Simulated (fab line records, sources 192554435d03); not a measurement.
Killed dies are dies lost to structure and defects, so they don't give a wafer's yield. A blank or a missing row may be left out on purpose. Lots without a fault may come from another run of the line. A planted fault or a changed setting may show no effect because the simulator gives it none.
Which tool did it? | flow n5_finfet | 12 lots, 36 wafers sampled, at 1 step of a route of 1938

WHAT THE GAUGES READ, wafer by wafer
N5_START_INSPECT_01: inspects for defects (unpatterned scan).
lot  | measured    | on                | raw_defect_count
L075 | day 1 18:02 | defect_inspect-01 | 4 9 7
L077 | day 2 06:02 | defect_inspect-01 | 4 7 5
L079 | day 2 18:02 | defect_inspect-02 | 9 7 9
L081 | day 3 06:02 | defect_inspect-01 | 4 7 3
L083 | day 3 18:02 | defect_inspect-01 | 8 14 11
L085 | day 4 06:02 | defect_inspect-02 | 2 9 9
L087 | day 4 18:02 | defect_inspect-01 | 10 4 1
L089 | day 5 06:02 | defect_inspect-01 | 6 5 2
L091 | day 5 18:02 | defect_inspect-01 | 3 6 6
L093 | day 6 06:02 | defect_inspect-01 | 8 2 7
L095 | day 6 18:02 | defect_inspect-01 | 4 7 7
L097 | day 7 06:02 | defect_inspect-01 | 3 5 6

WHICH TOOL RAN EACH LOT (tool, then ch and the chambers of the sampled wafers, then the start)
The record holds no process step before these readings.

THE ANSWER, worked out from the rows above alone
Rule: what is usual is taken from the lots themselves. Put in order of their means at a reading, lots are off if they are a third of the lots or fewer, leave a main group of 4 or more, and stand apart from it by a gap of 3 or more times the standard deviation of the main group's means; of several such gaps the widest counts. A main group whose means are all the same, to the digits that the tables above print for the reading, isn't used. A lot without any number at a reading at which 4 lots or more have one is off too. The other lots that the step has rows for count as sound.
No lot is off at any reading shown: from this, nothing can be told.

WHAT THE SIMULATOR HAD PUT IN
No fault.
